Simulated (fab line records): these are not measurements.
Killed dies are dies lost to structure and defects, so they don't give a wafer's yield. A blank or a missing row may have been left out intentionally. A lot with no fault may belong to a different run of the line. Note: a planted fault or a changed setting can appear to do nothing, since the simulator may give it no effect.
fab line records	flow n5_finfet
record lots=7	wafers=39
route steps=1938 shown FIN_SAQP@138 SD_EPI_N@278 GATE_CUT@510 BEOL_M0_SAQP@636
start_h: hours from the record's opening day to when the first of the lot's shown wafers began	wait_h: hours elapsed since this lot's preceding step	" repeats the value in the row above	L1.1+2: one row covering several wafers at once	- no value, or no start was given	* or withheld: withheld	< > ~ a bound
route shown NAME@n: names a module that has steps shown in the file, with the first one's number in the route	usual: the fault-free wafers' mean and standard deviation	same: alike in all rows	chamber/n: place in a boat	sites: the reading at each site	_std_site: standard deviation across them	_edge_site: inner sites' mean taken away from outer sites' mean	radius_mm: for every site, how far away it sits from the centre of the wafer	mask NAME#n: copy n	behind: the last tool/chamber to shape the wafer	hold: cause of the lot's hold/its duration in hours/its outcome	device: whichever transistor did not switch (one of n, p or np)	end of line: tests of these same wafers at the route's end	a step without rows: its recipe alone	killed: not the wafer's yield, but the dies lost to structure and defects at the first sort	map: shows each die of a wafer: x if killed, . if not, _ if none is there
set.NAME: the run value of the setting; set.NAME@STEP: its run value at that earlier step	model.NAME: the simulator's own value behind a step, which no gauge read
lots where settings were altered on purpose, with a table for each step and a row for each wafer
## steps
# step N5_FIN_SAQP_SPACER2_ALD_28
# recipe material=SiO2	target_thk_a=81	temp_c=300	ald_precursor_family=BDEAS	ald_co_reactant=O2-plasma	pulse_time_s=1	purge_time_s=2	co_reactant_purge_time_s=2	pressure_torr=2
lot.wafer	tool	chamber	start_h	wait_h	set.target_thk_a	model.SiO2_of_FIN_SAQP_SPACER2_ALD_28.thk_nm
L075.1+2	ald_sin-02	3,2	31.90	0.1	81	8.2
L075.3+5+6	"	0,3,2	"	"	105.7	10.6
L075.4	"	1	"	"	81	8
L080.1	ald_sin-01	0	61.10	0.1	81	8
L080.2+3	"	2,1	"	"	81	8.2
L080.4+5+6	"	3,2,3	"	"	38.59	3.8
L083.1+3	ald_sin-02	3,1	81.19	0.6	81	8.2
L083.2+4+6	"	2,0,3	"	"	95.85	9.6
L083.5	"	2	"	"	81	8
L084.3+5+6	ald_sin-04	0,0,3	85.63	0.1	81	8
L093.1+3+5	ald_sin-01	0,1,3	139.55	0.1	81	8
L093.2+4+6	"	3,2,0	"	"	109.5	11
L095.1+2	ald_sin-01	3,2	151.69	0.1	56.63	5.6
L095.3+4+5	"	0,1,2	"	"	81	8.2
L095.6	"	1	"	"	56.63	5.8
L096.1+2+6	ald_sin-04	1,3,3	158.60	0.3	81	8
L096.3+4+5	"	0,2,0	"	"	118.3	11.8
# step N5_FIN_SAQP_SPACER2_ETCHBACK_29
# recipe chemistry=CHF3/O2	mode=anisotropic_etchback	target=SiO2	target_depth_a=122	time_s=6.1	pressure_mtorr=30	source_w=650	bias_w=170	Ar_flow_sccm=200	CHF3_flow_sccm=50	O2_flow_sccm=5	ion_energy_ev=200
# step N5_FIN_SAQP_MANDREL2_REMOVE_60
# recipe chemistry=HBr/Cl2/O2	bt_time_s=10	target=a-Si	stop_on=SiNx	endpoint=OES-SiCl	over_etch_frac=1	icp_w=600	bias_w=22	HBr_flow_sccm=150	Cl2_flow_sccm=80	O2_flow_sccm=5	pressure_mtorr=10
lot.wafer	tool	chamber	start_h	wait_h	set.target_thk_a@FIN_SAQP_SPACER2_ALD_28	model.FIN_SAQP.cd_nm
L075.1+4	rie_si-03	2,1	32.43	0.1	81	8
L075.2	"	0	"	"	81	8.2
L075.3+6	"	3	"	"	105.7	10.8
L075.5	"	2	"	"	105.7	10.6
L080.1+2+3	rie_si-02	0,3,2	61.51	0.1	81	8
L080.4+5+6	"	1,0,3	"	"	38.59	3.8
L083.1+3+5	rie_si-02	1,2,3	81.60	0.1	81	8
L083.2+4+6	"	3,0,0	"	"	95.85	9.6
L084.3+5	rie_si-02	2,0	86.04	0.1	81	7.8
L084.6	"	3	"	"	81	8
L093.1	rie_si-02	0	140.04	0.1	81	7.8
L093.2	"	2	"	"	109.5	10.8
L093.3+5	"	3,2	"	"	81	8
L093.4+6	"	1	"	"	109.5	11
L095.1	rie_si-02	1	152.10	0.1	56.63	5.8
L095.2+6	"	0	"	"	56.63	5.6
L095.3+5	"	3,1	"	"	81	8.2
L095.4	"	2	"	"	81	8
L096.1	rie_si-02	1	159.12	0.1	81	8
L096.2	"	0	"	"	81	7.8
L096.3+4+5	"	3,2,2	"	"	118.3	11.8
L096.6	"	3	"	"	81	8.2
# step N5_FIN_SAQP_CD_MEAS_31
# recipe target_cd_nm=8	landing_energy_ev=1000	detector=se_inlens	polarity=line
# usual cd_nm=8.07/0.21
lot.wafer	tool	chamber	start_h	wait_h	set.target_thk_a@FIN_SAQP_SPACER2_ALD_28	cd_nm
L075.1	cd_sem-02	0	32.54	0.1	81	8.05
L075.2	"	0	"	"	81	8.03
L075.3	"	0	"	"	105.7	10.60
L075.4	"	0	"	"	81	8.13
L075.5	"	0	"	"	105.7	10.74
L075.6	"	0	"	"	105.7	10.63
L080.1	cd_sem-02	0	61.62	0.1	81	8.25
L080.2	"	0	"	"	81	8.06
L080.3	"	0	"	"	81	7.92
L080.4	"	0	"	"	38.59	3.92
L080.5	"	0	"	"	38.59	3.58
L080.6	"	0	"	"	38.59	3.64
L083.1	cd_sem-03	0	81.71	0.1	81	7.75
L083.2	"	0	"	"	95.85	9.08
L083.3	"	0	"	"	81	8.02
L083.4	"	0	"	"	95.85	9.74
L083.5	"	0	"	"	81	7.82
L083.6	"	0	"	"	95.85	9.33
L084.3	cd_sem-03	0	86.16	0.1	81	8.13
L084.5	"	0	"	"	81	7.63
L084.6	"	0	"	"	81	8.24
L093.1	cd_sem-03	0	140.15	0.1	81	7.90
L093.2	"	0	"	"	109.5	10.87
L093.3	"	0	"	"	81	8.14
L093.4	"	0	"	"	109.5	10.96
L093.5	"	0	"	"	81	7.78
L093.6	"	0	"	"	109.5	10.94
L095.1	cd_sem-01	0	152.21	0.1	56.63	5.81
L095.2	"	0	"	"	56.63	5.44
L095.3	"	0	"	"	81	8.12
L095.4	"	0	"	"	81	8.29
L095.5	"	0	"	"	81	8.28
L095.6	"	0	"	"	56.63	5.70
L096.1	cd_sem-02	0	159.23	0.1	81	8.05
L096.2	"	0	"	"	81	7.91
L096.3	"	0	"	"	118.3	11.75
L096.4	"	0	"	"	118.3	12.03
L096.5	"	0	"	"	118.3	12.12
L096.6	"	0	"	"	81	8.04
# step N5_FIN_SAQP_HM_OPEN_33
# recipe chemistry=CH3F/O2	target=SiNx	mask_material=SiO2	target_depth_a=494	time_s=70.6	pressure_mtorr=30	source_w=395	bias_w=73	Ar_flow_sccm=150	CH3F_flow_sccm=30	O2_flow_sccm=20	ion_energy_ev=120	ends=cleared
lot.wafer	tool	chamber	start_h	wait_h	set.target_thk_a@FIN_SAQP_SPACER2_ALD_28	model.FIN_SAQP.cd_nm
L075.1+2+4	rie_diel-03	0,1,3	32.77	0.2	81	8.2
L075.3+6	"	2,3	"	"	105.7	10.8
L075.5	"	0	"	"	105.7	10.6
L080.1	rie_diel-02	2	61.69	0.1	81	8.2
L080.2+3	"	1,0	"	"	81	8
L080.4+5	"	3,2	"	"	38.59	3.8
L080.6	"	3	"	"	38.59	4
L083.1	rie_diel-04	2	81.76	0.0	81	7.8
L083.2+4	"	1,2	"	"	95.85	9.4
L083.3+5	"	0,1	"	"	81	8
L083.6	"	0	"	"	95.85	9.6
L084.3	rie_diel-03	1	86.20	0.0	81	7.8
L084.5	"	0	"	"	81	8.2
L084.6	"	3	"	"	81	8
L093.1+3+5	rie_diel-03	2,1,1	140.25	0.1	81	8
L093.2	"	3	"	"	109.5	10.8
L093.4+6	"	0,2	"	"	109.5	11
L095.1+6	rie_diel-03	0	152.27	0.0	56.63	5.8
L095.2	"	3	"	"	56.63	5.6
L095.3+4+5	"	2,1,1	"	"	81	8.2
L096.1+6	rie_diel-04	0	159.38	0.1	81	8
L096.2	"	1	"	"	81	7.8
L096.3+5	"	3	"	"	118.3	11.8
L096.4	"	2	"	"	118.3	11.6
# step N5_FIN_SAQP_ETCH_34
# recipe chemistry=C4F6/O2	target=SiO2	target_depth_a=450	time_s=15	ion_energy_ev=250	pressure_mtorr=30	source_w=345	bias_w=185	Ar_flow_sccm=300	C4F6_flow_sccm=10	O2_flow_sccm=10	ends=cleared
# step N5_FIN_SAQP_STRIP_77
# recipe chemistry=N2/H2	time_s=90	power_w=100	temp_c=40	pressure_mtorr=100	rf_frequency_hz=6e+07	bias_power_w=3	n2_flow_sccm=300	h2_flow_sccm=300
# step N5_FIN_SAQP_HM_CD_35
# recipe target_cd_nm=8	polarity=line
# usual cd_nm=8.08/0.23
lot.wafer	tool	chamber	start_h	wait_h	set.target_thk_a@FIN_SAQP_SPACER2_ALD_28	cd_nm
L075.1	cd_sem-01	-	32.98	0.1	81	7.81
L075.2	"	-	"	"	81	7.96
L075.3	"	-	"	"	105.7	11.04
L075.4	"	-	"	"	81	7.97
L075.5	"	-	"	"	105.7	10.48
L075.6	"	-	"	"	105.7	10.65
L080.1	cd_sem-01	-	61.90	0.1	81	7.86
L080.2	"	-	"	"	81	7.73
L080.3	"	-	"	"	81	7.99
L080.4	"	-	"	"	38.59	3.65
L080.5	"	-	"	"	38.59	3.79
L080.6	"	-	"	"	38.59	3.93
L083.1	cd_sem-03	-	81.97	0.1	81	8.27
L083.2	"	-	"	"	95.85	9.67
L083.3	"	-	"	"	81	8.12
L083.4	"	-	"	"	95.85	9.80
L083.5	"	-	"	"	81	8.20
L083.6	"	-	"	"	95.85	9.39
L084.3	cd_sem-03	-	86.42	0.1	81	7.83
L084.5	"	-	"	"	81	8.16
L084.6	"	-	"	"	81	8.25
L093.1	cd_sem-01	-	140.47	0.1	81	8.12
L093.2	"	-	"	"	109.5	10.90
L093.3	"	-	"	"	81	8.30
L093.4	"	-	"	"	109.5	10.99
L093.5	"	-	"	"	81	8.12
L093.6	"	-	"	"	109.5	11.14
L095.1	cd_sem-01	-	152.48	0.1	56.63	6.09
L095.2	"	-	"	"	56.63	5.43
L095.3	"	-	"	"	81	8.51
L095.4	"	-	"	"	81	7.82
L095.5	"	-	"	"	81	8.29
L095.6	"	-	"	"	56.63	5.58
L096.1	cd_sem-03	-	159.60	0.1	81	7.88
L096.2	"	-	"	"	81	8.03
L096.3	"	-	"	"	118.3	11.73
L096.4	"	-	"	"	118.3	11.73
L096.5	"	-	"	"	118.3	11.76
L096.6	"	-	"	"	81	7.85
# step N5_FIN_SAQP_ETCH_64
# recipe chemistry=CF4	target=SiO2	target_depth_a=15	ion_energy_ev=350	pressure_mtorr=10	icp_w=800	bias_w=400	cf4_flow_sccm=80
# step N5_FIN_SAQP_FIN_ETCH_36
# recipe chemistry=HBr/Cl2/O2	target_depth_a=1200	mask_material=SiNx	time_s=50.4	bias_w=102	pressure_mtorr=10	icp_w=800	HBr_flow_sccm=150	Cl2_flow_sccm=80	O2_flow_sccm=12
# step N5_FIN_SAQP_CD_MEAS_37
# recipe target_cd_nm=8	polarity=line
# usual cd_nm=8.10/0.29
lot.wafer	tool	chamber	start_h	wait_h	set.target_thk_a@FIN_SAQP_SPACER2_ALD_28	cd_nm
L075.1	cd_sem-02	-	33.17	0.1	81	8.14
L075.2	"	-	"	"	81	8.06
L075.3	"	-	"	"	105.7	10.75
L075.4	"	-	"	"	81	8.22
L075.5	"	-	"	"	105.7	10.89
L075.6	"	-	"	"	105.7	10.91
L080.1	cd_sem-01	-	62.09	0.1	81	8.24
L080.2	"	-	"	"	81	7.75
L080.3	"	-	"	"	81	8.16
L080.4	"	-	"	"	38.59	3.98
L080.5	"	-	"	"	38.59	4.15
L080.6	"	-	"	"	38.59	4.33
L083.1	cd_sem-01	-	82.16	0.1	81	7.70
L083.2	"	-	"	"	95.85	9.29
L083.3	"	-	"	"	81	8.19
L083.4	"	-	"	"	95.85	9.31
L083.5	"	-	"	"	81	8.00
L083.6	"	-	"	"	95.85	9.43
L084.3	cd_sem-01	-	86.61	0.1	81	7.84
L084.5	"	-	"	"	81	8.22
L084.6	"	-	"	"	81	8.03
L093.1	cd_sem-01	-	140.66	0.1	81	8.19
L093.2	"	-	"	"	109.5	11.02
L093.3	"	-	"	"	81	7.85
L093.4	"	-	"	"	109.5	11.03
L093.5	"	-	"	"	81	7.51
L093.6	"	-	"	"	109.5	11.04
L095.1	cd_sem-03	-	152.67	0.1	56.63	5.79
L095.2	"	-	"	"	56.63	5.50
L095.3	"	-	"	"	81	8.88
L095.4	"	-	"	"	81	7.85
L095.5	"	-	"	"	81	7.92
L095.6	"	-	"	"	56.63	5.87
L096.1	cd_sem-01	-	159.79	0.1	81	7.88
L096.2	"	-	"	"	81	7.88
L096.3	"	-	"	"	118.3	11.87
L096.4	"	-	"	"	118.3	11.68
L096.5	"	-	"	"	118.3	12.01
L096.6	"	-	"	"	81	7.97
# step N5_SD_EPI_N_ETCH_45
# recipe chemistry=CH3F/O2	target=SiOCN	target_depth_a=60	mask_material=SOC	ion_energy_ev=60	bias_w=29	pressure_mtorr=15	source_w=410	Ar_flow_sccm=150	CH3F_flow_sccm=30	O2_flow_sccm=20
lot.wafer	tool	chamber	start_h	wait_h	set.target_depth_a	model.etch.depth_nm
L075.1	rie_diel-04	3	56.41	0.1	60	5.926
L075.2	"	1	"	"	42.29	4.257
L075.3	"	2	"	"	42.29	4.128
L075.4	"	1	"	"	60	6.029
L075.5	"	2	"	"	42.29	4.102
L075.6	"	3	"	"	60	5.928
L080.1	rie_diel-02	2	87.59	0.1	60	5.981
L080.2	"	1	"	"	60	6.021
L080.3	"	3	"	"	60	6.174
L080.4	"	3	"	"	60	6.233
L080.5	"	1	"	"	60	6.016
L080.6	"	2	"	"	60	5.906
L083.1	rie_diel-03	2	107.60	0.1	60	6.101
L083.2	"	0	"	"	40.79	4.172
L083.3	"	3	"	"	40.79	4.015
L083.4	"	1	"	"	60	6.029
L083.5	"	1	"	"	60	6.059
L083.6	"	0	"	"	40.79	4.162
L084.3	rie_diel-04	2	109.52	0.1	60	5.926
L084.5	"	1	"	"	60	6.1
L084.6	"	0	"	"	60	6.057
L093.1	rie_diel-02	1	167.72	0.1	60	6.078
L093.2	"	0	"	"	25.56	2.547
L093.3	"	3	"	"	60	6.141
L093.4	"	2	"	"	25.56	2.563
L093.5	"	3	"	"	25.56	2.62
L093.6	"	2	"	"	60	5.941
L095.1	rie_diel-04	1	175.34	0.1	60	6.024
L095.2+6	"	3	"	"	60	6.127
L095.3	"	2	"	"	60	5.876
L095.4	"	2	"	"	60	5.893
L095.5	"	1	"	"	60	6.035
L096.1	rie_diel-04	0	185.15	0.1	60	5.995
L096.2	"	2	"	"	60	5.873
L096.3	"	3	"	"	60	6.076
L096.4	"	0	"	"	60	6.047
L096.5	"	2	"	"	60	5.871
L096.6	"	3	"	"	60	6.08
# step N5_GATE_CUT_ALD_22
# recipe material=SiNx	target_thk_a=160	temp_c=400	ald_precursor_family=SiH2I2	ald_co_reactant=N2/H2-plasma	pulse_time_s=1	ald_cycles=320	purge_time_s=2	co_reactant_purge_time_s=2	pressure_torr=2
lot.wafer	tool	chamber	start_h	wait_h	set.ald_cycles	model.SiNx_of_GATE_CUT_ALD_22.thk_nm
L075.1	ald_sin-04	2	95.02	0.9	479	23.8
L075.2+4+5	"	1,3,2	"	"	320	16
L075.3+6	"	0,1	"	"	479	24
L080.1+2+3+4+5+6	ald_sin-02	1,3,2,0,1,0	125.90	0.0	320	16
L083.1+6	ald_sin-03	0,2	143.03	0.0	459	22.8
L083.2	"	2	"	"	320	15.8
L083.3	"	1	"	"	459	23
L083.4+5	"	3	"	"	320	16
L084.3+5+6	ald_sin-03	0,0,1	148.08	0.0	320	16
L093.1+5	ald_sin-04	1,3	203.79	0.0	503	25
L093.2+3+4	"	2,3,0	"	"	320	16
L093.6	"	0	"	"	503	25.2
L095.1+2+3+5	ald_sin-04	2,1,0,1	211.92	0.0	320	16
L095.4+6	"	3,0	"	"	320	16.2
L096.1+2+4	ald_sin-03	0,3,1	223.01	0.1	320	16
L096.3+5	"	2,1	"	"	225	11.2
L096.6	"	0	"	"	225	11.4
# step N5_GATE_CUT_CMP_23
# recipe stop_on=SiO2	t_overpolish_s=23.4	post_cmp_clean=alkaline_brush	down_force_psi=2.5	platen_rpm=51.8	pad_velocity_m_s=1.0307	target_thk_nm=16
# usual time_to_endpoint_s=19.4/2.3
lot.wafer	tool	chamber	start_h	wait_h	set.ald_cycles@GATE_CUT_ALD_22	time_to_endpoint_s
L075.4	cmp-03	0	96.51	0.8	320	17.0
L075.2	"	1	"	"	320	19.9
L075.3	"	2	"	"	479	30.1
L075.1	"	3	"	"	479	31.5
L075.5	"	0	"	"	320	19.7
L075.6	"	1	"	"	479	32.7
L080.2	cmp-01	2	127.38	0.8	320	17.8
L080.4	"	3	"	"	320	18.5
L080.1	"	0	"	"	320	18.3
L080.3	"	1	"	"	320	22.6
L080.5	"	2	"	"	320	18.5
L080.6	"	3	"	"	320	18.0
L083.3	cmp-02	2	144.52	0.8	459	30.5
L083.2	"	3	"	"	320	19.7
L083.4	"	0	"	"	320	22.2
L083.1	"	1	"	"	459	30.7
L083.5	"	2	"	"	320	24.1
L083.6	"	3	"	"	459	27.6
L084.3	cmp-02	2	149.61	0.8	320	23.2
L084.6	"	1	"	"	320	23.8
L084.5	"	2	"	"	320	24.9
L093.4	cmp-02	2	205.28	0.8	320	21.4
L093.2	"	3	"	"	320	19.9
L093.3	"	0	"	"	320	21.0
L093.1	"	1	"	"	503	31.1
L093.6	"	2	"	"	503	33.0
L093.5	"	3	"	"	503	28.9
L095.1	cmp-02	3	213.43	0.8	320	19.3
L095.3	"	0	"	"	320	21.8
L095.2	"	1	"	"	320	20.1
L095.4	"	2	"	"	320	21.7
L095.6	"	3	"	"	320	17.2
L095.5	"	0	"	"	320	20.8
L096.3	cmp-03	0	224.50	0.8	225	13.2
L096.4	"	1	"	"	320	20.2
L096.1	"	2	"	"	320	17.7
L096.2	"	3	"	"	320	22.7
L096.6	"	0	"	"	225	13.4
L096.5	"	1	"	"	225	14.4
# step N5_BEOL_M0_SAQP_PECVD_96
# recipe material=a-Si	target_thk_a=450	temp_c=350	precursor=SiH4/He	pressure_torr=3	rf_w=100	time_s=45.2
lot.wafer	tool	chamber	start_h	wait_h	set.time_s	model.a-Si_of_BEOL_M0_SAQP_PECVD_96.thk_nm
L075.1	pecvd-01	1	115.07	0.0	45.2	45.6
L075.2	"	2	"	"	45.2	45.2
L075.3	"	0	"	"	45.2	45.4
L075.4	"	1	"	"	37.25	38.8
L075.5+6	"	2,0	"	"	37.25	38
L080.1	pecvd-04	1	146.76	0.0	45.2	44.4
L080.2	"	2	"	"	45.2	43.6
L080.3	"	0	"	"	45.2	43.4
L080.4+5	"	2,0	"	"	45.2	44.2
L080.6	"	1	"	"	45.2	44.8
L083.1	pecvd-02	1	163.25	0.0	34.92	35
L083.2	"	0	"	"	34.92	34.6
L083.3	"	2	"	"	45.2	45.4
L083.4	"	0	"	"	34.92	35.2
L083.5+6	"	1,2	"	"	45.2	45.6
L084.3	pecvd-02	1	172.34	0.0	45.2	45
L084.5	"	1	"	"	45.2	46
L084.6	"	0	"	"	45.2	46.6
L093.1	pecvd-01	0	225.89	0.0	45.2	45.2
L093.2	"	2	"	"	69.81	69.6
L093.3	"	1	"	"	45.2	45.8
L093.4	"	1	"	"	45.2	46.2
L093.5+6	"	0,2	"	"	69.81	70.6
L095.1+4	pecvd-02	2	235.25	0.0	45.2	45.8
L095.2	"	1	"	"	45.2	45.2
L095.3	"	0	"	"	23.54	23.4
L095.5	"	0	"	"	23.54	23.6
L095.6	"	1	"	"	23.54	24
L096.1	pecvd-01	0	247.98	0.0	45.2	45.6
L096.2	"	1	"	"	31.91	32.8
L096.3+5	"	2,0	"	"	31.91	32.6
L096.4	"	1	"	"	45.2	46.8
L096.6	"	2	"	"	45.2	46.6
# step N5_BEOL_M0_SAQP_PECVD_97
# recipe material=SiNx	target_thk_a=230	temp_c=350	precursor=SiH4/NH3/N2	pressure_torr=1.5	rf_w=300	time_s=19.9
# step N5_BEOL_M0_SAQP_PECVD_04
# recipe material=a-Si	target_thk_a=600	temp_c=350	precursor=SiH4/He	pressure_torr=3	rf_w=100	time_s=60.2
# step N5_BEOL_M0_SAQP_ETCH_101
# recipe chemistry=CH3F/O2	target=SiNx	mask_material=SiO2	target_depth_a=299	time_s=42.7	pressure_mtorr=30	source_w=395	bias_w=73	Ar_flow_sccm=150	CH3F_flow_sccm=30	O2_flow_sccm=20	ion_energy_ev=120
# step N5_BEOL_M0_SAQP_ETCH_102
# recipe chemistry=CF4	target=SiO2	target_depth_a=40	ion_energy_ev=350	time_s=4.4	pressure_mtorr=10	icp_w=800	bias_w=400	cf4_flow_sccm=80
# step N5_BEOL_M0_SAQP_MANDREL_ETCH_103
# recipe chemistry=HBr/Cl2	target=a-Si	target_depth_a=450	bt_time_s=10	stop_on=SiCN	mask_material=SiO2	over_etch_frac=0.8	time_s=27	pressure_mtorr=10	icp_w=800	bias_w=75	HBr_flow_sccm=150	Cl2_flow_sccm=80	ends=end_point
# usual oes_product_au=0.686/0.013
lot.wafer	tool	chamber	start_h	wait_h	set.time_s@BEOL_M0_SAQP_PECVD_96	oes_product_au	model.etch.depth_nm
L075.1	rie_si-01	1	118.02	0.0	45.2	0.680	45.64
L075.2	"	2	"	"	45.2	0.672	45.15
L075.3	"	3	"	"	45.2	0.696	45.47
L075.4	"	0	"	"	37.25	0.646	38.8
L075.5	"	0	"	"	37.25	0.627	38.1
L075.6	"	1	"	"	37.25	0.618	38.04
L080.1	rie_si-01	0	150.04	0.0	45.2	0.687	44.44
L080.2	"	1	"	"	45.2	0.657	43.53
L080.3	"	3	"	"	45.2	0.686	43.38
L080.4	"	2	"	"	45.2	0.667	44.27
L080.5	"	0	"	"	45.2	0.692	44.26
L080.6	"	3	"	"	45.2	0.689	44.8
L083.1	rie_si-05	1	166.52	0.0	34.92	0.612	34.99
L083.2	"	3	"	"	34.92	0.590	34.67
L083.3	"	0	"	"	45.2	0.693	45.31
L083.4	"	2	"	"	34.92	0.587	35.25
L083.5	"	0	"	"	45.2	0.695	45.52
L083.6	"	1	"	"	45.2	0.692	45.53
L084.3	rie_si-05	2	175.01	0.0	45.2	0.678	44.91
L084.5	"	1	"	"	45.2	0.709	45.92
L084.6	"	2	"	"	45.2	0.679	46.5
L093.1	rie_si-05	1	228.42	0.0	45.2	0.692	45.3
L093.2	"	2	"	"	69.81	0.880	69.63
L093.3	"	3	"	"	45.2	0.675	45.75
L093.4	"	0	"	"	45.2	0.705	46.11
L093.5	"	0	"	"	69.81	0.918	70.63
L093.6	"	3	"	"	69.81	0.906	70.6
L095.1	rie_si-04	3	238.14	0.0	45.2	0.697	45.72
L095.2	"	0	"	"	45.2	0.687	45.15
L095.3	"	2	"	"	23.54	0.500	23.4
L095.4	"	1	"	"	45.2	0.683	45.85
L095.5	"	3	"	"	23.54	0.498	23.5
L095.6	"	0	"	"	23.54	0.496	23.98
L096.1	rie_si-05	3	250.35	0.0	45.2	0.680	45.51
L096.2	"	1	"	"	31.91	0.584	32.73
L096.3	"	2	"	"	31.91	0.564	32.58
L096.4	"	2	"	"	45.2	0.694	46.89
L096.5	"	1	"	"	31.91	0.578	32.69
L096.6	"	3	"	"	45.2	0.687	46.55
## key
split step=N5_FIN_SAQP_SPACER2_ALD_28	setting=target_thk_a	stated=81	by=wafer
response step=N5_FIN_SAQP_SPACER2_ALD_28	reading=model.SiO2_of_FIN_SAQP_SPACER2_ALD_28.thk_nm	change=+0.0829	per=1%	r=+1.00
response step=N5_FIN_SAQP_MANDREL2_REMOVE_60	reading=model.FIN_SAQP.cd_nm	change=+0.0829	per=1%	r=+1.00
response step=N5_FIN_SAQP_CD_MEAS_31	reading=cd_nm	change=+0.0847	per=1%	r=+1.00
response step=N5_FIN_SAQP_HM_OPEN_33	reading=model.FIN_SAQP.cd_nm	change=+0.0819	per=1%	r=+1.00
response step=N5_FIN_SAQP_HM_CD_35	reading=cd_nm	change=+0.0817	per=1%	r=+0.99
response step=N5_FIN_SAQP_CD_MEAS_37	reading=cd_nm	change=+0.0823	per=1%	r=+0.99
split step=N5_SD_EPI_N_ETCH_45	setting=target_depth_a	stated=60	by=wafer
response step=N5_SD_EPI_N_ETCH_45	reading=model.etch.depth_nm	change=+0.0607	per=1%	r=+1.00
split step=N5_GATE_CUT_ALD_22	setting=ald_cycles	stated=320	by=wafer
response step=N5_GATE_CUT_ALD_22	reading=model.SiNx_of_GATE_CUT_ALD_22.thk_nm	change=+0.159	per=1%	r=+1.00
response step=N5_GATE_CUT_CMP_23	reading=time_to_endpoint_s	change=*	per=1%	r=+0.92
split step=N5_BEOL_M0_SAQP_PECVD_96	setting=time_s	stated=45.2	by=wafer
response step=N5_BEOL_M0_SAQP_PECVD_96	reading=model.a-Si_of_BEOL_M0_SAQP_PECVD_96.thk_nm	change=+0.454	per=1%	r=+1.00
response step=N5_BEOL_M0_SAQP_MANDREL_ETCH_103	reading=oes_product_au	change=+0.00389	per=1%	r=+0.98
response step=N5_BEOL_M0_SAQP_MANDREL_ETCH_103	reading=model.etch.depth_nm	change=+0.454	per=1%	r=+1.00
